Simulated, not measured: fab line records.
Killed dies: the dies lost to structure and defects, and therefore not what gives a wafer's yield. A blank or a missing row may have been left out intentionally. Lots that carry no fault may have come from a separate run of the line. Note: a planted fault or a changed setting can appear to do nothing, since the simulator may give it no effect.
fab line records	flow n5Finfet
record lots=7	wafers=21
route steps=1938 shown BEOL_M3@935 BEOL_M4@1021 BEOL_M5@1141 BEOL_M6@1219 BEOL_M7@1268
startH: start of the lot's first displayed wafer, in hours after the record's first day	waitH: time in hours since the lot's previous step	" the same as in the row above	L1.1+2: a row that stands for several wafers	- value missing, or start not given	* or withheld: withheld	< > ~ a bound
route shown NAME@n: a module of which the file shows steps, and the number in the route of the first	usual: mean and standard deviation over wafers with no fault	same: alike in all rows	chamber/n: place in a boat	sites: per-site readings	_std_site: the standard deviation of these	_edge_site: mean of outer sites minus mean of inner sites	radiusMm: for every site, how far away it sits from the centre of the wafer	mask NAME#n: copy n	behind: the tool/chamber that last shaped the wafer	hold: the reason the lot was held/the length of the hold in hours/how it ended	device: the transistor (n, p or np) that didn't switch	end of line: tests of these same wafers at the route's end	where a step has no rows: the recipe by itself	killed: dies lost to structure and defects at the first sort, not the wafer's yield	map: shows each die of a wafer: x if killed, . if not, _ if none is there
set.NAME: the setting as run; set.NAME@STEP: as run at that earlier step	model.NAME: the simulator's own value behind a step, which no gauge read
lots with deliberately changed settings; one table per step, one row per wafer
## steps
# step N5_BEOL_M3_COAT_61
# recipe resist=SOC	tempC=250	timeS=60	spinRpm=1500	resistThkNm=60
lot.wafer	tool	chamber	startH	waitH	set.spinRpm	model.SOC_of_BEOL_M3_COAT_61.thkNm
L075.1+3	lithoTrack-01	0	148.10	0.1	1641	57.6
L075.6	"	0	"	"	1500	60.4
L081.2	lithoTrack-02	0	191.00	0.1	1617	57.8
L081.5	"	0	"	"	1617	57.6
L081.6	"	0	"	"	1500	60.2
L083.1	lithoTrack-01	0	195.98	0.1	1658	57.2
L083.3	"	0	"	"	1658	57.4
L083.4	"	0	"	"	1500	60.2
L086.2	lithoTrack-01	0	218.23	0.1	1500	60.4
L086.4	"	0	"	"	1392	62.6
L086.6	"	0	"	"	1500	60.2
L088.1	lithoTrack-04	0	237.06	0.1	1500	60.6
L088.3	"	0	"	"	1500	60.2
L088.6	"	0	"	"	1500	60.4
L093.1	lithoTrack-01	0	274.86	0.1	1500	60.2
L093.2	"	0	"	"	1384	62.8
L093.4	"	0	"	"	1384	62.6
L095.2+6	lithoTrack-02	0	275.84	0.1	1500	59.8
L095.4	"	0	"	"	1500	59.6
# step N5_BEOL_M3_COAT_05
# recipe resist=CAR-EUV	spinRpm=1500	resistThkNm=30
lot.wafer	tool	chamber	startH	waitH	set.spinRpm	model.CAR-EUV_of_BEOL_M3_COAT_05.thkNm
L075.1+3+6	lithoTrack-01	0	-	-	1500	30
L081.2	lithoTrack-02	0	-	-	1500	30
L081.5+6	"	0	"	"	1557	29.6
L083.1+3+4	lithoTrack-01	0	-	-	1500	30
L086.2	lithoTrack-01	0	-	-	1500	30
L086.4+6	"	0	"	"	1389	31.2
L088.1+6	lithoTrack-04	0	-	-	1549	29.4
L088.3	"	0	"	"	1549	29.6
L093.1	lithoTrack-01	0	-	-	1500	30
L093.2+4	"	0	"	"	1648	28.6
L095.2+4+6	lithoTrack-02	0	-	-	1500	30
# step N5_BEOL_M3_EBR_07
# recipe solvent=PGMEA	ebrWidthMm=1.5
# step N5_BEOL_M3_SOFTBAKE_06
# recipe tempC=110	timeS=60	resist=CAR-EUV
# step N5_BEOL_M3_EXPOSE_08
# recipe maskId=M3	na=0.33	sourceShape=dipole	sigmaInner=0.369	sigmaOuter=0.767	polarization=unpolarized	doseMj=33
# step N5_BEOL_M3_PEB_09
# recipe pebTempC=100	pebTimeS=60	resist=CAR-EUV
# step N5_BEOL_M3_DEVELOP_10
# recipe developTimeS=30	developer=TMAH	resist=CAR-EUV	rinseLiquid=surfactantRinse	dry=airSpin	devTempC=23
lot.wafer	tool	chamber	startH	waitH	set.spinRpm@BEOL_M3_COAT_05	model.CAR-EUV_of_BEOL_M3_COAT_05.thkNm
L075.1	lithoTrack-01	0	-	-	1500	29.4
L075.3+6	"	0	"	"	1500	29.6
L081.2	lithoTrack-02	0	-	-	1500	29.6
L081.5+6	"	0	"	"	1557	29
L083.1+3+4	lithoTrack-04	0	-	-	1500	29.6
L086.2	lithoTrack-01	0	-	-	1500	29.6
L086.4+6	"	0	"	"	1389	30.8
L088.1+6	lithoTrack-02	0	-	-	1549	29
L088.3	"	0	"	"	1549	29.2
L093.1	lithoTrack-02	0	-	-	1500	29.4
L093.2+4	"	0	"	"	1648	28
L095.2+4+6	lithoTrack-01	0	-	-	1500	29.6
# step N5_BEOL_M3_ETCH_74
# recipe chemistry=N2/H2	target=underlayer	targetDepthA=65	maskMaterial=CAR-EUV	timeS=5.2	ionEnergyEv=200	pressureMtorr=30	sourceW=840	biasW=150	n2FlowSccm=200	h2FlowSccm=200	ends=cleared
# step N5_BEOL_M3_ETCH_63
# recipe chemistry=CF4	target=SiARC	targetDepthA=156	maskMaterial=CAR-EUV	timeS=26	ionEnergyEv=80	pressureMtorr=40	sourceW=545	biasW=36	Ar_flow_sccm=100	cf4FlowSccm=100	ends=cleared
# step N5_BEOL_M3_ETCH_64
# recipe chemistry=N2/H2	target=SOC	targetDepthA=750	overetchA=150	maskMaterial=SiARC	tempC=40	timeS=112.5	ionEnergyEv=200	pressureMtorr=30	sourceW=840	biasW=150	n2FlowSccm=200	h2FlowSccm=200
lot.wafer	tool	chamber	startH	waitH	set.spinRpm@BEOL_M3_COAT_61	model.etch.depthNm
L075.1+3	rieDiel-03	3,1	148.69	0.0	1641	57.56
L075.6	"	2	"	"	1500	60.35
L081.2	rieDiel-05	1	191.47	0.0	1617	57.86
L081.5	"	1	"	"	1617	57.63
L081.6	"	2	"	"	1500	60.13
L083.1	rieDiel-01	1	196.85	0.0	1658	57.27
L083.3	"	0	"	"	1658	57.31
L083.4	"	3	"	"	1500	60.13
L086.2	rieDiel-03	0	218.71	0.0	1500	60.36
L086.4	"	3	"	"	1392	62.67
L086.6	"	0	"	"	1500	60.18
L088.1	rieDiel-01	3	237.53	0.0	1500	60.54
L088.3	"	0	"	"	1500	60.3
L088.6	"	1	"	"	1500	60.36
L093.1	rieDiel-03	1	275.82	0.0	1500	60.17
L093.2	"	0	"	"	1384	62.8
L093.4	"	0	"	"	1384	62.68
L095.2	rieDiel-03	3	276.87	0.0	1500	59.76
L095.4	"	0	"	"	1500	59.6
L095.6	"	3	"	"	1500	59.86
# step N5_BEOL_M4_ILD_DEP_00
# recipe material=SiOC	targetThkA=790	tempC=350	precursor=DEMS/O2	pressureTorr=5	rfW=500	timeS=15.3
lot.wafer	tool	chamber	startH	waitH	set.timeS	model.SiOC_of_BEOL_M4_ILD_DEP_00.thkNm
L075.1	pecvd-04	1	154.83	0.0	13.46	68.4
L075.3	"	0	"	"	15.3	77
L075.6	"	0	"	"	13.46	70
L081.2	pecvd-04	2	200.38	0.0	15.3	76.6
L081.5	"	0	"	"	15.3	78
L081.6	"	2	"	"	15.3	79.2
L083.1	pecvd-04	2	203.52	0.0	15.3	78.6
L083.3	"	0	"	"	17.34	90.2
L083.4	"	2	"	"	17.34	89.6
L086.2	pecvd-03	0	229.82	0.0	15.3	77.2
L086.4	"	2	"	"	13.8	72
L086.6	"	0	"	"	13.8	70.6
L088.1	pecvd-02	2	243.07	0.0	13.6	68.4
L088.3	"	0	"	"	15.3	77.8
L088.6	"	2	"	"	13.6	69.4
L093.1	pecvd-02	1	284.43	0.0	15.3	78.4
L093.2	"	0	"	"	15.3	78.2
L093.4	"	0	"	"	15.3	79.8
L095.2	pecvd-03	1	287.29	0.0	15.3	78
L095.4	"	1	"	"	15.3	78.8
L095.6	"	0	"	"	15.3	78.2
# step N5_BEOL_M4_THK_MEAS_01
# recipe reads=SiOC_of_BEOL_M4_ILD_DEP_00
# usual M4_ILD_THK=78.6/0.89
lot.wafer	tool	chamber	startH	waitH	set.timeS@BEOL_M4_ILD_DEP_00	M4_ILD_THK[nm]
L075.1	filmMetro-02	-	154.90	0.0	13.46	68.4
L075.3	"	-	"	"	15.3	77.1
L075.6	"	-	"	"	13.46	70.0
L081.2	filmMetro-01	-	200.46	0.1	15.3	76.6
L081.5	"	-	"	"	15.3	78.1
L081.6	"	-	"	"	15.3	79.2
L083.1	filmMetro-01	-	203.60	0.1	15.3	78.6
L083.3	"	-	"	"	17.34	90.3
L083.4	"	-	"	"	17.34	89.6
L086.2	filmMetro-02	-	229.88	0.1	15.3	77.2
L086.4	"	-	"	"	13.8	72.1
L086.6	"	-	"	"	13.8	70.5
L088.1	filmMetro-01	-	243.13	0.0	13.6	68.4
L088.3	"	-	"	"	15.3	77.7
L088.6	"	-	"	"	13.6	69.4
L093.1	filmMetro-01	-	284.50	0.0	15.3	78.4
L093.2	"	-	"	"	15.3	78.2
L093.4	"	-	"	"	15.3	79.9
L095.2	filmMetro-01	-	287.36	0.1	15.3	78.1
L095.4	"	-	"	"	15.3	78.7
L095.6	"	-	"	"	15.3	78.2
# step N5_BEOL_M4_COAT_73
# recipe resist=underlayer	tempC=205	timeS=60	spinRpm=1500	resistThkNm=5
lot.wafer	tool	chamber	startH	waitH	set.spinRpm
L075.1+6	lithoTrack-01	0	-	-	1425
L075.3	"	0	"	"	1500
L081.2+6	lithoTrack-05	0	-	-	1369
L081.5	"	0	"	"	1500
L083.1+4	lithoTrack-05	0	-	-	1500
L083.3	"	0	"	"	1589
L086.2+4+6	lithoTrack-03	0	-	-	1570
L088.1+3	lithoTrack-01	0	-	-	1651
L088.6	"	0	"	"	1500
L093.1+4	lithoTrack-05	0	-	-	1583
L093.2	"	0	"	"	1500
L095.2+4+6	lithoTrack-01	0	-	-	1500
# step N5_BEOL_M4_COAT_05
# recipe resist=CAR-EUV	spinRpm=1500	resistThkNm=30
# step N5_BEOL_M4_EBR_07
# recipe solvent=PGMEA	ebrWidthMm=1.5
# step N5_BEOL_M4_DESCUM_16
# recipe chemistry=O2	timeS=7	sourcePowerW=50	biasPowerW=20	pressureMtorr=20	rfFrequencyHz=2.712e+07	tempC=40	resist=CAR-EUV	o2FlowSccm=225
# step N5_BEOL_M4_ETCH_74
# recipe chemistry=N2/H2	target=underlayer	targetDepthA=65	maskMaterial=CAR-EUV	timeS=5.2	ionEnergyEv=200	pressureMtorr=30	sourceW=840	biasW=150	n2FlowSccm=200	h2FlowSccm=200	ends=cleared
lot.wafer	tool	chamber	startH	waitH	set.spinRpm@BEOL_M4_COAT_73	model.etch.depthNm
L075.1	rieDiel-02	0	157.10	0.0	1425	5.122
L075.3	"	2	"	"	1500	5.003
L075.6	"	3	"	"	1425	5.12
L081.2	rieDiel-06	3	203.73	0.0	1369	5.238
L081.5	"	3	"	"	1500	5.002
L081.6	"	0	"	"	1369	5.232
L083.1	rieDiel-06	1	204.46	0.0	1500	5.009
L083.3	"	2	"	"	1589	4.865
L083.4	"	3	"	"	1500	5.008
L086.2	rieDiel-06	3	230.58	0.0	1570	4.889
L086.4	"	0	"	"	1570	4.876
L086.6	"	1	"	"	1570	4.888
L088.1	rieDiel-04	3	244.52	0.0	1651	4.765
L088.3	"	0	"	"	1651	4.786
L088.6	"	2	"	"	1500	5.004
L093.1	rieDiel-06	0	285.33	0.0	1583	4.859
L093.2	"	3	"	"	1500	4.986
L093.4	"	2	"	"	1583	4.844
L095.2	rieDiel-06	0	288.84	0.0	1500	5.016
L095.4	"	3	"	"	1500	4.994
L095.6	"	3	"	"	1500	5.015
# step N5_BEOL_M5_COAT_74
# recipe resist=underlayer	tempC=205	timeS=60	spinRpm=1500	resistThkNm=5
lot.wafer	tool	chamber	startH	waitH	set.spinRpm
L075.1+3+6	lithoTrack-04	0	-	-	1500
L081.2+5+6	lithoTrack-04	0	-	-	1500
L083.1+3+4	lithoTrack-05	0	-	-	1388
L086.2+4	lithoTrack-04	0	-	-	1622
L086.6	"	0	"	"	1500
L088.1+3	lithoTrack-02	0	-	-	1500
L088.6	"	0	"	"	1667
L093.1+2+4	lithoTrack-04	0	-	-	1500
L095.2+4+6	lithoTrack-02	0	-	-	1500
# step N5_BEOL_M5_COAT_22
# recipe resist=CAR-EUV	spinRpm=1500	resistThkNm=30
lot.wafer	tool	chamber	startH	waitH	set.spinRpm	model.CAR-EUV_of_BEOL_M5_COAT_22.thkNm
L075.1+6	lithoTrack-04	0	-	-	1348	31.6
L075.3	"	0	"	"	1348	31.4
L081.2	lithoTrack-04	0	-	-	1500	29.8
L081.5	"	0	"	"	1500	30
L081.6	"	0	"	"	1649	28.6
L083.1	lithoTrack-05	0	-	-	1500	30
L083.3+4	"	0	"	"	1565	29.4
L086.2	lithoTrack-04	0	-	-	1500	29.8
L086.4	"	0	"	"	1500	30
L086.6	"	0	"	"	1627	28.8
L088.1	lithoTrack-02	0	-	-	1457	30.6
L088.3+6	"	0	"	"	1500	30
L093.1+4	lithoTrack-04	0	-	-	1500	30
L093.2	"	0	"	"	1591	29.2
L095.2+4	lithoTrack-02	0	-	-	1500	29.8
L095.6	"	0	"	"	1500	30
# step N5_BEOL_M5_EBR_24
# recipe solvent=PGMEA	ebrWidthMm=1.5
# step N5_BEOL_M5_SOFTBAKE_23
# recipe tempC=110	timeS=60	resist=CAR-EUV
# step N5_BEOL_M5_EXPOSE_25
# recipe maskId=V4	na=0.33	sourceShape=quasar	sigmaInner=0.2	sigmaOuter=0.6	polarization=unpolarized	defocusNm=10	doseMj=52.75
# step N5_BEOL_M5_PEB_26
# recipe pebTempC=100	pebTimeS=60	resist=CAR-EUV
# step N5_BEOL_M5_DEVELOP_27
# recipe developTimeS=30	developer=TMAH	resist=CAR-EUV	rinseLiquid=surfactantRinse	dry=airSpin	devTempC=23
lot.wafer	tool	chamber	startH	waitH	set.spinRpm@BEOL_M5_COAT_22	model.CAR-EUV_of_BEOL_M5_COAT_22.thkNm
L075.1+6	lithoTrack-04	0	-	-	1348	31.2
L075.3	"	0	"	"	1348	31
L081.2+5	lithoTrack-05	0	-	-	1500	29.4
L081.6	"	0	"	"	1649	28
L083.1	lithoTrack-04	0	-	-	1500	29.6
L083.3+4	"	0	"	"	1565	28.8
L086.2+4	lithoTrack-04	0	-	-	1500	29.4
L086.6	"	0	"	"	1627	28.2
L088.1	lithoTrack-04	0	-	-	1457	30
L088.3+6	"	0	"	"	1500	29.6
L093.1+4	lithoTrack-05	0	-	-	1500	29.6
L093.2	"	0	"	"	1591	28.6
L095.2+4	lithoTrack-04	0	-	-	1500	29.4
L095.6	"	0	"	"	1500	29.6
# step N5_BEOL_M5_DESCUM_33
# recipe chemistry=O2	timeS=7	sourcePowerW=50	biasPowerW=20	pressureMtorr=20	rfFrequencyHz=2.712e+07	tempC=40	resist=CAR-EUV	o2FlowSccm=225
lot.wafer	tool	chamber	startH	waitH	set.spinRpm@BEOL_M5_COAT_22	model.CAR-EUV_of_BEOL_M5_COAT_22.thkNm
L075.1+6	rieDiel-03	1,3	168.39	0.2	1348	27.6
L075.3	"	2	"	"	1348	27.4
L081.2+5	rieDiel-05	3,2	219.39	0.1	1500	26
L081.6	"	1	"	"	1649	24.6
L083.1	rieDiel-03	3	232.23	0.0	1500	26
L083.3+4	"	1,2	"	"	1565	25.4
L086.2+4	rieDiel-05	0,3	241.34	0.0	1500	26
L086.6	"	1	"	"	1627	24.8
L088.1	rieDiel-01	3	262.57	0.0	1457	26.6
L088.3	"	0	"	"	1500	26
L088.6	"	2	"	"	1500	26.2
L093.1	rieDiel-03	1	299.24	0.8	1500	26.2
L093.2	"	2	"	"	1591	25.2
L093.4	"	0	"	"	1500	26
L095.2+6	rieDiel-01	1,0	299.65	1.2	1500	26
L095.4	"	0	"	"	1500	25.8
# step N5_BEOL_M5_ETCH_75
# recipe chemistry=N2/H2	target=underlayer	targetDepthA=65	maskMaterial=CAR-EUV	timeS=5.2	ionEnergyEv=200	pressureMtorr=30	sourceW=840	biasW=150	n2FlowSccm=200	h2FlowSccm=200	ends=cleared
lot.wafer	tool	chamber	startH	waitH	set.spinRpm@BEOL_M5_COAT_74	model.etch.depthNm
L075.1	rieDiel-03	1	168.42	0.0	1500	4.998
L075.3	"	2	"	"	1500	4.992
L075.6	"	3	"	"	1500	4.996
L081.2+5	rieDiel-05	3,2	219.43	0.0	1500	4.992
L081.6	"	1	"	"	1500	4.998
L083.1	rieDiel-03	3	232.27	0.0	1388	5.174
L083.3	"	1	"	"	1388	5.192
L083.4	"	2	"	"	1388	5.178
L086.2	rieDiel-05	0	241.38	0.0	1622	4.811
L086.4	"	3	"	"	1622	4.812
L086.6	"	1	"	"	1500	4.999
L088.1	rieDiel-01	3	262.60	0.0	1500	4.989
L088.3	"	0	"	"	1500	5.008
L088.6	"	2	"	"	1667	4.735
L093.1	rieDiel-03	1	299.28	0.0	1500	5.017
L093.2	"	2	"	"	1500	5.021
L093.4	"	0	"	"	1500	5.015
L095.2	rieDiel-01	1	299.69	0.0	1500	4.982
L095.4	"	0	"	"	1500	4.98
L095.6	"	0	"	"	1500	4.986
# step N5_BEOL_M6_COAT_64
# recipe resist=SiARC	tempC=220	timeS=60	spinRpm=1500	resistThkNm=12
lot.wafer	tool	chamber	startH	waitH	set.spinRpm	model.SiARC_of_BEOL_M6_COAT_64.thkNm
L075.1+6	lithoTrack-01	0	-	-	1500	12
L075.3	"	0	"	"	1375	12.6
L081.2+5	lithoTrack-03	0	-	-	1565	11.8
L081.6	"	0	"	"	1500	12
L083.1+4	lithoTrack-03	0	-	-	1500	12
L083.3	"	0	"	"	1405	12.4
L086.2+6	lithoTrack-03	0	-	-	1562	11.8
L086.4	"	0	"	"	1500	12
L088.1+6	lithoTrack-03	0	-	-	1418	12.4
L088.3	"	0	"	"	1500	12
L093.1+2+4	lithoTrack-03	0	-	-	1500	12
L095.2+4+6	lithoTrack-04	0	-	-	1500	12
# step N5_BEOL_M6_COAT_71
# recipe resist=underlayer	tempC=205	timeS=60	spinRpm=1500	resistThkNm=5
# step N5_BEOL_M6_COAT_22
# recipe resist=CAR-EUV	spinRpm=1500	resistThkNm=30
# step N5_BEOL_M6_DESCUM_33
# recipe chemistry=O2	timeS=7	sourcePowerW=50	biasPowerW=20	pressureMtorr=20	rfFrequencyHz=2.712e+07	tempC=40	resist=CAR-EUV	o2FlowSccm=225
# step N5_BEOL_M6_ETCH_72
# recipe chemistry=N2/H2	target=underlayer	targetDepthA=65	maskMaterial=CAR-EUV	timeS=5.2	ionEnergyEv=200	pressureMtorr=30	sourceW=840	biasW=150	n2FlowSccm=200	h2FlowSccm=200	ends=cleared
# step N5_BEOL_M6_ETCH_65
# recipe chemistry=CF4	target=SiARC	targetDepthA=156	maskMaterial=CAR-EUV	timeS=26	ionEnergyEv=80	pressureMtorr=40	sourceW=545	biasW=36	Ar_flow_sccm=100	cf4FlowSccm=100	ends=cleared
lot.wafer	tool	chamber	startH	waitH	set.spinRpm@BEOL_M6_COAT_64	model.etch.depthNm
L075.1	rieDiel-06	2	183.13	0.0	1500	11.98
L075.3	"	3	"	"	1375	12.54
L075.6	"	3	"	"	1500	12.01
L081.2	rieDiel-04	2	236.56	0.0	1565	11.75
L081.5	"	1	"	"	1565	11.74
L081.6	"	2	"	"	1500	11.97
L083.1	rieDiel-06	0	247.25	0.0	1500	12.05
L083.3	"	2	"	"	1405	12.42
L083.4	"	1	"	"	1500	12.03
L086.2	rieDiel-04	2	252.70	0.0	1562	11.74
L086.4	"	3	"	"	1500	11.95
L086.6	"	3	"	"	1562	11.72
L088.1	rieDiel-02	3	272.32	0.0	1418	12.34
L088.3	"	0	"	"	1500	12
L088.6	"	0	"	"	1418	12.41
L093.1+4	rieDiel-06	3,2	315.51	0.0	1500	12.02
L093.2	"	1	"	"	1500	12.03
L095.2	rieDiel-02	1	315.63	0.0	1500	11.96
L095.4	"	2	"	"	1500	11.94
L095.6	"	0	"	"	1500	11.93
# step N5_BEOL_M6_ETCH_66
# recipe chemistry=N2/H2	target=SOC	targetDepthA=800	overetchA=160	maskMaterial=SiARC	tempC=40	timeS=120	ionEnergyEv=200	pressureMtorr=30	sourceW=840	biasW=150	n2FlowSccm=200	h2FlowSccm=200
lot.wafer	tool	chamber	startH	waitH	set.spinRpm@BEOL_M6_COAT_64	model.SiARC_of_BEOL_M6_COAT_64.thkNm
L075.1	rieDiel-06	2	183.16	0.0	1500	6.4
L075.3	"	3	"	"	1375	7
L075.6	"	3	"	"	1500	6.6
L081.2	rieDiel-04	2	236.58	0.0	1565	6
L081.5	"	1	"	"	1565	6.2
L081.6	"	2	"	"	1500	6.2
L083.1+4	rieDiel-06	0,1	247.28	0.0	1500	6.4
L083.3	"	2	"	"	1405	6.8
L086.2	rieDiel-04	2	252.73	0.0	1562	5.8
L086.4	"	3	"	"	1500	6.2
L086.6	"	3	"	"	1562	6
L088.1	rieDiel-02	3	272.35	0.0	1418	6.6
L088.3	"	0	"	"	1500	6.4
L088.6	"	0	"	"	1418	6.8
L093.1	rieDiel-06	3	315.54	0.0	1500	6.4
L093.2+4	"	1,2	"	"	1500	6.6
L095.2+4+6	rieDiel-02	1,2,0	315.66	0.0	1500	6.4
# step N5_BEOL_M7_COAT_59
# recipe resist=SOC	tempC=250	timeS=60	spinRpm=1500	resistThkNm=100
lot.wafer	tool	chamber	startH	waitH	set.spinRpm	model.SOC_of_BEOL_M7_COAT_59.thkNm
L075.1	lithoTrack-05	0	191.09	0.1	1592	97.6
L075.3	"	0	"	"	1500	100.6
L075.6	"	0	"	"	1500	100.4
L081.2+5+6	lithoTrack-02	0	242.15	0.1	1500	100.2
L083.1+3	lithoTrack-02	0	253.71	0.1	1430	102.2
L083.4	"	0	"	"	1500	99.8
L086.2	lithoTrack-03	0	257.36	0.1	1500	99.6
L086.4	"	0	"	"	1548	98.2
L086.6	"	0	"	"	1500	100
L088.1	lithoTrack-05	0	278.39	0.1	1500	100
L088.3	"	0	"	"	1375	104.6
L088.6	"	0	"	"	1500	100.2
L093.1	lithoTrack-05	0	319.31	0.1	1500	100.2
L093.2	"	0	"	"	1636	95.6
L093.4	"	0	"	"	1500	100
L095.2	lithoTrack-05	0	320.82	0.1	1500	100
L095.4+6	"	0	"	"	1500	99.8
## key
split step=N5_BEOL_M3_COAT_61	setting=spinRpm	stated=1500	by=wafer
response step=N5_BEOL_M3_COAT_61	reading=model.SOC_of_BEOL_M3_COAT_61.thkNm	change=-0.302	per=1%	r=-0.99
response step=N5_BEOL_M3_ETCH_64	reading=model.etch.depthNm	change=-0.301	per=1%	r=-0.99
split step=N5_BEOL_M3_COAT_05	setting=spinRpm	stated=1500	by=wafer
response step=N5_BEOL_M3_COAT_05	reading=model.CAR-EUV_of_BEOL_M3_COAT_05.thkNm	change=-0.145	per=1%	r=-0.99
response step=N5_BEOL_M3_DEVELOP_10	reading=model.CAR-EUV_of_BEOL_M3_COAT_05.thkNm	change=-0.15	per=1%	r=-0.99
split step=N5_BEOL_M4_ILD_DEP_00	setting=timeS	stated=15.3	by=wafer
response step=N5_BEOL_M4_ILD_DEP_00	reading=model.SiOC_of_BEOL_M4_ILD_DEP_00.thkNm	change=+0.74	per=1%	r=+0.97
response step=N5_BEOL_M4_THK_MEAS_01	reading=M4_ILD_THK	change=+0.742	per=1%	r=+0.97
split step=N5_BEOL_M4_COAT_73	setting=spinRpm	stated=1500	by=wafer
response step=N5_BEOL_M4_ETCH_74	reading=model.etch.depthNm	change=-0.0243	per=1%	r=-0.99
split step=N5_BEOL_M5_COAT_74	setting=spinRpm	stated=1500	by=wafer
response step=N5_BEOL_M5_ETCH_75	reading=model.etch.depthNm	change=-0.0235	per=1%	r=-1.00
split step=N5_BEOL_M5_COAT_22	setting=spinRpm	stated=1500	by=wafer
response step=N5_BEOL_M5_COAT_22	reading=model.CAR-EUV_of_BEOL_M5_COAT_22.thkNm	change=-0.134	per=1%	r=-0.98
response step=N5_BEOL_M5_DEVELOP_27	reading=model.CAR-EUV_of_BEOL_M5_COAT_22.thkNm	change=-0.148	per=1%	r=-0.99
response step=N5_BEOL_M5_DESCUM_33	reading=model.CAR-EUV_of_BEOL_M5_COAT_22.thkNm	change=-0.143	per=1%	r=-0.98
split step=N5_BEOL_M6_COAT_64	setting=spinRpm	stated=1500	by=wafer
response step=N5_BEOL_M6_COAT_64	reading=model.SiARC_of_BEOL_M6_COAT_64.thkNm	change=-0.0651	per=1%	r=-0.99
response step=N5_BEOL_M6_ETCH_65	reading=model.etch.depthNm	change=-0.0618	per=1%	r=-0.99
response step=N5_BEOL_M6_ETCH_66	reading=model.SiARC_of_BEOL_M6_COAT_64.thkNm	change=-0.0571	per=1%	r=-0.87
split step=N5_BEOL_M7_COAT_59	setting=spinRpm	stated=1500	by=wafer
response step=N5_BEOL_M7_COAT_59	reading=model.SOC_of_BEOL_M7_COAT_59.thkNm	change=-0.508	per=1%	r=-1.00
